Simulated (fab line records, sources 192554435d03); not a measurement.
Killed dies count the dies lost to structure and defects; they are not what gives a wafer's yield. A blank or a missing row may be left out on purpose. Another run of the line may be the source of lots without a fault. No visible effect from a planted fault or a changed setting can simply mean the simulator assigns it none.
fab line records ; flow n5Finfet ; part 2 of 2: steps 4 to 6 of 6
record: lots: 20; wafers: 60; lastDay: 19
route steps=1938 shown FIN_CUT@172 DUMMY_GATE@236 SD_EPI_N@274 SD_EPI_P@306 ILD0@338
lots that met no fault: from a run of the same line without faults
startH: the number of hours between the record's first day and the start of the first shown wafer of the lot ; waitH: how many hours have passed since the lot's step before this one ; " unchanged from the row above ; L1.1+2: one row covering several wafers at once ; - no value, or no start given ; * or withheld: withheld ; < > ~ a bound
route shown NAME@n: names a module that has steps shown in the file, with the first one's number in the route ; usual: the fault-free wafers' mean and standard deviation ; same: alike in all rows ; chamber/n: place in a boat ; sites: per-site readings ; _std_site: their standard deviation ; _edge_site: mean of outer sites minus mean of inner sites ; radiusMm: how far each site lies from the wafer's centre ; mask NAME#n: copy n ; behind: the last tool/chamber to shape the wafer ; hold: reason for holding the lot/hours on hold/outcome of the hold ; device: names the non-switching transistor (n, p or np) ; end of line: the tests these same wafers got at the end of their route ; a step with no rows: only its recipe ; killed: dies lost to structure and defects at the first sort, not the wafer's yield ; map: a wafer's dies, x killed, . not, _ none there
set.NAME: the setting the step ran with; set.NAME@STEP: the setting that earlier step ran with ; model.NAME: the simulator's own value behind a step, which no gauge read
the route's steps for a sample of lots (tables are steps, rows are wafers)
services: from which hour (startH, from the record's first day; less than 0 if before it) a tool's chamber was out of use, for how many hours, and why
== steps ==
step: N5_SD_EPI_N_ETCH_35
recipe: chemistry: N2/H2; target: SOC; overetchA: 1080; maskMaterial: SiARC; tempC: 40; ionEnergyEv: 100; sourceW: 3000; biasW: 133; pressureMtorr: 20; timeS: 486; n2FlowSccm: 200; h2FlowSccm: 200
usual: drypumpMotorCurrentA: 5.9/0.37; oesProductAu: 0.72/0.072; rfVppV: 241.1/1.7; showerheadPlenumPTorr: 2.57/0.12; throttleValvePct: 23.77/0.22
lot.wafer;tool;chamber;startH;waitH;drypumpMotorCurrentA;oesProductAu;rfHoursCounterH;rfVppV;showerheadPlenumPTorr;throttleValvePct
L074.1;rieDiel-05;3;50.46;0.0;6.3;0.66;194;240.6;2.63;24.07
L074.2;rieDiel-05;2;50.46;0.0;5.8;0.62;234;238.2;2.40;23.94
L074.3;rieDiel-05;0;50.46;0.0;5.5;0.71;120;241.9;2.66;23.48
L075.1;rieDiel-05;1;54.87;0.0;5.4;0.71;96;240.0;2.36;23.98
L075.4;rieDiel-05;0;54.87;0.0;5.5;0.71;122;242.8;2.66;23.48
L075.5;rieDiel-05;1;54.87;0.0;5.4;0.71;-;238.8;2.36;23.97
L076.1;rieDiel-04;3;60.73;0.0;6.0;0.68;157;240.1;2.53;23.69
L076.5;rieDiel-04;3;60.73;0.0;6.0;0.68;-;240.2;2.53;23.69
L076.6;rieDiel-04;2;60.73;0.0;6.1;0.84;-;239.5;2.49;23.95
L077.2;rieDiel-02;3;68.80;0.0;5.9;0.68;149;241.5;2.65;23.71
L077.3;rieDiel-02;1;68.80;0.0;5.5;0.77;44;241.8;2.69;23.60
L077.6;rieDiel-02;3;68.80;0.0;5.9;0.69;-;241.8;2.65;23.72
L078.2;rieDiel-02;3;72.58;0.0;5.9;0.69;151;243.6;2.65;23.74
L078.5;rieDiel-02;0;72.58;0.0;5.3;0.85;-;241.5;2.71;23.58
L078.6;rieDiel-02;1;72.58;0.0;5.5;0.77;-;241.9;2.69;23.60
L079.3;rieDiel-02;3;78.64;0.0;5.9;0.68;152;241.7;2.65;23.70
L079.4;rieDiel-02;1;78.64;0.0;5.5;0.77;48;243.2;2.69;23.60
L079.6;rieDiel-02;0;78.64;0.0;5.3;0.84;-;243.5;2.71;23.59
L081.1;rieDiel-02;3;96.03;0.0;5.9;0.68;157;242.6;2.65;23.72
L081.3;rieDiel-02;2;96.03;0.0;6.4;0.62;219;241.5;2.51;24.14
L081.6;rieDiel-02;2;96.03;0.0;6.4;0.62;-;240.7;2.51;24.13
L082.1;rieDiel-04;3;100.02;0.0;6.0;0.68;172;240.6;2.53;23.71
L082.2;rieDiel-04;2;100.02;0.0;6.1;0.81;27;240.7;2.49;23.97
L082.6;rieDiel-04;2;100.02;0.0;6.1;0.81;-;240.2;2.49;23.99
L084.1;rieDiel-04;1;112.14;0.0;6.1;0.66;187;238.6;2.41;23.52
L084.2;rieDiel-04;0;112.14;0.0;6.4;0.83;21;242.6;2.70;23.60
L084.5;rieDiel-04;3;112.14;0.0;6.0;0.67;-;240.7;2.53;23.71
L085.1;rieDiel-05;1;122.43;0.0;5.4;0.69;118;238.3;2.35;24.00
L085.2;rieDiel-05;0;122.43;0.0;5.5;0.69;144;243.7;2.65;23.52
L085.6;rieDiel-05;0;122.43;0.0;5.5;0.69;-;241.0;2.65;23.52
L086.1;rieDiel-04;1;126.46;0.0;6.1;0.66;192;239.6;2.41;23.53
L086.4;rieDiel-04;0;126.46;0.0;6.4;0.82;26;242.1;2.70;23.61
L086.5;rieDiel-04;1;126.46;0.0;6.1;0.65;-;240.4;2.41;23.54
L087.1;rieDiel-05;1;130.33;0.0;5.4;0.69;121;237.7;2.35;24.00
L087.5;rieDiel-05;0;130.33;0.0;5.5;0.69;-;241.6;2.65;23.52
L087.6;rieDiel-05;3;130.33;0.0;6.3;0.65;-;244.0;2.62;24.13
L090.1;rieDiel-04;1;143.73;0.0;6.1;0.66;198;239.5;2.41;23.53
L090.4;rieDiel-04;3;143.73;0.0;5.9;0.66;188;239.9;2.52;23.73
L090.5;rieDiel-04;1;143.73;0.0;6.1;0.66;-;241.8;2.41;23.56
L091.3;rieDiel-04;2;152.05;0.0;6.1;0.78;46;239.8;2.48;23.98
L091.4;rieDiel-04;3;152.05;0.0;6.0;0.66;190;239.8;2.52;23.72
L091.5;rieDiel-04;3;152.05;0.0;6.0;0.66;-;240.6;2.52;23.73
L092.1;rieDiel-02;2;156.40;0.0;6.4;0.61;238;239.6;2.51;24.17
L092.3;rieDiel-02;1;156.40;0.0;5.5;0.74;74;241.8;2.68;23.65
L092.5;rieDiel-02;0;156.40;0.0;5.3;0.77;-;241.4;2.70;23.62
L093.3;rieDiel-05;1;161.57;0.0;5.4;0.68;132;238.2;2.34;24.03
L093.5;rieDiel-05;2;161.57;0.0;5.8;0.84;-;243.1;2.71;23.59
L093.6;rieDiel-05;3;161.57;0.0;6.3;0.63;-;241.2;2.62;24.14
L094.1;rieDiel-04;0;169.65;0.0;6.4;0.79;40;241.2;2.69;23.62
L094.2;rieDiel-04;3;169.65;0.0;6.0;0.66;197;239.9;2.52;23.75
L094.4;rieDiel-04;1;169.65;0.0;6.1;0.65;207;239.1;2.41;23.56
L095.2;rieDiel-04;2;175.21;0.0;6.1;0.78;54;239.1;2.47;24.00
L095.5;rieDiel-04;0;175.21;0.0;6.4;0.79;-;243.6;2.69;23.62
L095.6;rieDiel-04;3;175.21;0.0;6.0;0.65;-;239.9;2.52;23.73
L096.1;rieDiel-04;0;179.39;0.0;6.4;0.79;44;243.0;2.69;23.63
L096.2;rieDiel-04;1;179.39;0.0;6.1;0.65;210;238.3;2.40;23.56
L096.3;rieDiel-04;3;179.39;0.0;6.0;0.65;200;241.3;2.52;23.74
L097.2;rieDiel-02;3;185.98;0.0;5.9;0.67;189;241.4;2.63;23.77
L097.4;rieDiel-02;2;185.98;0.0;6.4;0.60;247;239.2;2.50;24.16
L097.6;rieDiel-02;3;185.98;0.0;5.9;0.66;-;240.0;2.63;23.75
step: N5_SD_EPI_P_DESCUM_14
recipe: chemistry: O2; timeS: 7.9; sourcePowerW: 50; biasPowerW: 20; pressureMtorr: 20; rfFrequencyHz: 2.712e+07; tempC: 40; resist: CAR-ArF-block; o2FlowSccm: 225
usual: drypumpMotorCurrentA: 5.5/0.31; oesProductAu: 0.79/0.074; rfVppV: 243.1/1.4; showerheadPlenumPTorr: 2.09/0.078; throttleValvePct: 20.36/0.26
lot.wafer;tool;chamber;startH;waitH;drypumpMotorCurrentA;oesProductAu;rfHoursCounterH;rfVppV;showerheadPlenumPTorr;throttleValvePct
L074.1;rieDiel-01;2;54.67;0.0;5.7;0.75;173;243.1;2.09;20.51
L074.2;rieDiel-01;1;54.67;0.0;5.6;0.74;173;245.1;2.17;20.41
L074.3;rieDiel-01;3;54.67;0.0;5.7;0.80;91;242.0;2.02;20.01
L075.1;rieDiel-06;0;59.95;0.0;5.4;0.95;13;244.2;2.15;20.06
L075.4;rieDiel-06;2;59.95;0.0;6.0;0.83;69;244.3;2.21;20.08
L075.5;rieDiel-06;2;59.95;0.0;6.0;0.84;-;244.9;2.21;20.08
L076.1;rieDiel-06;0;64.97;0.0;5.5;0.96;15;243.7;2.15;20.06
L076.5;rieDiel-06;1;64.97;0.0;6.0;0.66;-;243.7;2.14;20.44
L076.6;rieDiel-06;2;64.97;0.0;5.9;0.83;-;245.0;2.21;20.09
L077.2;rieDiel-03;1;73.10;0.0;5.2;0.80;105;240.9;1.93;20.10
L077.3;rieDiel-03;0;73.10;0.0;5.6;0.75;174;243.8;2.08;20.23
L077.6;rieDiel-03;2;73.10;0.0;5.3;0.76;-;243.9;2.10;20.87
L078.2;rieDiel-03;3;77.12;0.0;5.7;0.73;194;243.4;2.08;20.69
L078.5;rieDiel-03;3;77.12;0.0;5.7;0.71;-;244.7;2.08;20.69
L078.6;rieDiel-03;2;77.12;0.0;5.3;0.76;-;243.5;2.10;20.87
L079.3;rieDiel-03;0;83.08;0.0;5.5;0.74;176;243.8;2.08;20.24
L079.4;rieDiel-03;1;83.08;0.0;5.2;0.80;107;241.0;1.93;20.08
L079.6;rieDiel-03;2;83.08;0.0;5.3;0.75;-;241.5;2.10;20.90
L081.1;rieDiel-06;0;101.06;0.1;5.5;0.93;28;243.1;2.14;20.11
L081.3;rieDiel-06;3;101.06;0.1;5.1;0.74;188;241.1;1.99;20.40
L081.6;rieDiel-06;3;101.06;0.1;5.1;0.74;-;240.3;1.99;20.40
L082.1;rieDiel-01;3;104.38;0.0;5.7;0.79;106;241.4;2.02;20.03
L082.2;rieDiel-01;2;104.38;0.0;5.7;0.74;188;242.5;2.08;20.56
L082.6;rieDiel-01;2;104.38;0.0;5.7;0.74;-;243.7;2.08;20.54
L084.1;rieDiel-03;3;116.52;0.0;5.7;0.72;203;243.3;2.08;20.70
L084.2;rieDiel-03;0;116.52;0.0;5.6;0.74;184;242.3;2.08;20.24
L084.5;rieDiel-03;2;116.52;0.0;5.3;0.75;-;243.0;2.10;20.89
L085.1;rieDiel-06;0;126.90;0.2;5.5;0.89;37;243.2;2.14;20.11
L085.2;rieDiel-06;2;126.90;0.2;6.0;0.80;93;244.3;2.20;20.11
L085.6;rieDiel-06;2;126.90;0.2;5.9;0.80;-;245.7;2.20;20.09
L086.1;rieDiel-03;1;130.83;0.0;5.2;0.78;120;240.2;1.93;20.12
L086.4;rieDiel-03;1;130.83;0.0;5.2;0.79;-;240.9;1.93;20.11
L086.5;rieDiel-03;3;130.83;0.0;5.7;0.71;-;242.1;2.08;20.70
L087.1;rieDiel-06;2;134.69;0.0;5.9;0.81;96;245.4;2.20;20.11
L087.5;rieDiel-06;1;134.69;0.0;6.0;0.95;-;244.1;2.14;20.09
L087.6;rieDiel-06;0;134.69;0.0;5.5;0.91;-;243.9;2.14;20.11
L090.1;rieDiel-01;1;148.12;0.0;5.6;0.73;201;244.2;2.16;20.45
L090.4;rieDiel-01;2;148.12;0.0;5.7;0.73;202;243.3;2.08;20.55
L090.5;rieDiel-01;2;148.12;0.0;5.7;0.73;-;243.7;2.08;20.57
L091.3;rieDiel-06;2;157.11;0.1;6.0;0.79;99;243.8;2.20;20.15
L091.4;rieDiel-06;3;157.11;0.1;5.1;0.71;207;242.0;1.99;20.44
L091.5;rieDiel-06;1;157.11;0.1;5.9;0.91;-;243.6;2.14;20.11
L092.1;rieDiel-03;1;160.63;0.0;5.2;0.78;130;238.8;1.93;20.12
L092.3;rieDiel-03;0;160.63;0.0;5.5;0.73;193;242.1;2.08;20.27
L092.5;rieDiel-03;1;160.63;0.0;5.2;0.78;-;240.6;1.93;20.11
L093.3;rieDiel-01;3;165.79;0.0;5.7;0.77;123;242.7;2.01;20.05
L093.5;rieDiel-01;2;165.79;0.0;5.7;0.73;-;242.9;2.07;20.58
L093.6;rieDiel-01;1;165.79;0.0;5.6;0.72;-;243.7;2.16;20.49
L094.1;rieDiel-01;0;174.12;0.2;5.1;0.83;71;244.0;2.12;20.60
L094.2;rieDiel-01;3;174.12;0.2;5.7;0.78;125;242.8;2.01;20.05
L094.4;rieDiel-01;2;174.12;0.2;5.7;0.72;208;242.9;2.07;20.59
L095.2;rieDiel-01;1;180.23;0.0;5.6;0.72;209;245.2;2.16;20.47
L095.5;rieDiel-01;3;180.23;0.0;5.7;0.77;-;244.0;2.01;20.07
L095.6;rieDiel-01;2;180.23;0.0;5.7;0.72;-;244.1;2.07;20.59
L096.1;rieDiel-06;2;183.70;0.1;6.0;0.79;106;243.4;2.20;20.13
L096.2;rieDiel-06;0;183.70;0.1;5.5;0.88;53;244.1;2.13;20.15
L096.3;rieDiel-06;1;183.70;0.1;6.0;0.91;28;244.2;2.13;20.11
L097.2;rieDiel-06;1;190.80;0.0;6.0;0.91;30;244.0;2.13;20.12
L097.4;rieDiel-06;0;190.80;0.0;5.4;0.88;55;242.7;2.13;20.13
L097.6;rieDiel-06;3;190.80;0.0;5.1;0.73;-;242.7;1.98;20.44
step: N5_ILD0_CMP_03
recipe: stopOn: SiNx; tOverpolishS: 1.9; postCmpClean: alkalineBrush; downForcePsi: 4.1491; platenRpm: 51.796; padVelocityMS: 1.0306; targetThkNm: 197.38
usual: headPressurePsi: 4.149/0.01; motorCurrentA: 12.2/0.98; overpolishRunS: 1.900/0.01; timeToEndpointS: 73/3.9
lot.wafer;tool;chamber;startH;waitH;headPressurePsi;motorCurrentA;overpolishRunS;timeToEndpointS
L074.1;cmp-02;2;61.57;0.0;4.148;13.2;1.898;71
L074.3;cmp-02;3;61.57;0.0;4.137;11.5;1.910;73
L074.2;cmp-02;1;61.57;0.0;4.146;10.7;1.908;69
L075.1;cmp-04;1;67.68;0.0;4.144;13.3;1.896;65
L075.4;cmp-04;3;67.68;0.0;4.151;12.4;1.901;65
L075.5;cmp-04;1;67.68;0.0;4.134;12.7;1.906;65
L076.1;cmp-01;1;72.86;0.1;4.136;13.7;1.894;70
L076.6;cmp-01;2;72.86;0.1;4.153;11.9;1.900;71
L076.5;cmp-01;3;72.86;0.1;4.139;10.7;1.895;72
L077.3;cmp-02;2;80.03;0.0;4.131;12.0;1.887;76
L077.2;cmp-02;3;80.03;0.0;4.157;12.7;1.904;77
L077.6;cmp-02;2;80.03;0.0;4.134;12.6;1.883;74
L078.2;cmp-02;1;84.11;0.1;4.141;11.2;1.893;71
L078.6;cmp-02;3;84.11;0.1;4.155;12.9;1.893;79
L078.5;cmp-02;0;84.11;0.1;4.144;11.8;1.900;75
L079.3;cmp-01;3;90.13;0.1;4.158;10.3;1.912;76
L079.4;cmp-01;1;90.13;0.1;4.154;14.1;1.920;73
L079.6;cmp-01;3;90.13;0.1;4.165;10.3;1.892;75
L081.1;cmp-01;2;108.07;0.1;4.150;12.5;1.913;74
L081.3;cmp-01;0;108.07;0.1;4.153;11.5;1.875;76
L081.6;cmp-01;2;108.07;0.1;4.141;11.6;1.908;73
L082.2;cmp-02;3;111.67;0.1;4.147;12.0;1.886;75
L082.1;cmp-02;2;111.67;0.1;4.137;12.8;1.892;73
L082.6;cmp-02;0;111.67;0.1;4.139;11.1;1.906;76
L084.1;cmp-02;3;123.44;0.0;4.140;11.7;1.916;74
L084.2;cmp-02;0;123.44;0.0;4.161;11.5;1.907;70
L084.5;cmp-02;3;123.44;0.0;4.132;12.5;1.899;75
L085.2;cmp-04;0;134.67;0.0;4.163;11.7;1.901;69
L085.1;cmp-04;1;134.67;0.0;4.138;12.1;1.880;66
L085.6;cmp-04;1;134.67;0.0;4.118;13.8;1.888;69
L086.4;cmp-01;2;137.79;0.1;4.161;11.5;1.905;76
L086.1;cmp-01;3;137.79;0.1;4.158;10.0;1.928;75
L086.5;cmp-01;2;137.79;0.1;4.141;11.6;1.906;81
L087.1;cmp-02;2;141.66;0.1;4.158;12.9;1.907;70
L087.6;cmp-02;0;141.66;0.1;4.140;11.8;1.899;67
L087.5;cmp-02;1;141.66;0.1;4.156;10.8;1.898;68
L090.4;cmp-01;2;155.32;0.0;4.174;11.8;1.898;78
L090.1;cmp-01;0;155.32;0.0;4.159;12.2;1.906;76
L090.5;cmp-01;3;155.32;0.0;4.156;10.6;1.879;78
L091.3;cmp-02;2;164.27;0.0;4.154;13.5;1.901;72
L091.4;cmp-02;3;164.27;0.0;4.144;11.8;1.890;71
L091.5;cmp-02;3;164.27;0.0;4.162;12.4;1.902;73
L092.3;cmp-02;1;167.68;0.0;4.147;11.7;1.893;70
L092.1;cmp-02;2;167.68;0.0;4.158;12.8;1.907;71
L092.5;cmp-02;1;167.68;0.0;4.132;11.1;1.920;72
L093.3;cmp-04;1;173.51;0.0;4.149;12.4;1.914;70
L093.5;cmp-04;1;173.51;0.0;4.152;12.5;1.902;69
L093.6;cmp-04;2;173.51;0.0;4.153;14.1;1.908;70
L094.2;cmp-02;3;181.27;0.0;4.155;11.9;1.903;73
L094.1;cmp-02;0;181.27;0.0;4.146;11.7;1.920;73
L094.4;cmp-02;2;181.27;0.0;4.149;13.5;1.893;71
L095.2;cmp-04;2;187.21;0.1;4.159;13.6;1.927;67
L095.5;cmp-04;3;187.21;0.1;4.144;12.4;1.899;69
L095.6;cmp-04;0;187.21;0.1;4.141;12.0;1.888;72
L096.1;cmp-02;2;190.87;0.0;4.134;12.6;1.913;71
L096.3;cmp-02;3;190.87;0.0;4.135;12.6;1.898;79
L096.2;cmp-02;0;190.87;0.0;4.169;12.0;1.899;75
L097.4;cmp-01;0;198.21;0.1;4.139;11.9;1.891;82
L097.2;cmp-01;1;198.21;0.1;4.147;14.3;1.902;80
L097.6;cmp-01;2;198.21;0.1;4.142;12.1;1.907;83
== services ==
tool;chamber;startH;hours;kind
cmp-01;-;18.18;5.5;repair
rieDiel-02;2;26.16;26.8;repair
cmp-02;-;29.83;1.3;repair
rieDiel-05;3;33.07;9.2;repair
cmp-02;-;34.43;6.0;pm
rieDiel-05;2;60.80;8.2;repair
rieDiel-02;-;85.35;0.4;repair
rieDiel-03;3;91.98;1.4;repair
cmp-02;-;94.18;2.6;repair
cmp-02;-;99.98;5.3;repair
rieDiel-03;-;110.52;4.3;pm
rieDiel-02;2;113.74;6.6;repair
cmp-01;-;122.00;5.7;pm
rieDiel-03;0;122.22;3.0;repair
rieDiel-03;0;125.87;9.6;repair
rieDiel-01;0;135.30;1.6;repair
cmp-02;-;139.93;1.2;repair
rieDiel-06;2;146.56;6.0;repair
cmp-02;-;149.79;7.9;repair
rieDiel-03;2;152.31;9.3;repair
rieDiel-03;1;174.66;6.3;repair
cmp-02;-;182.65;1.8;repair
cmp-01;-;195.17;1.2;repair
cmp-02;-;197.24;7.9;pm
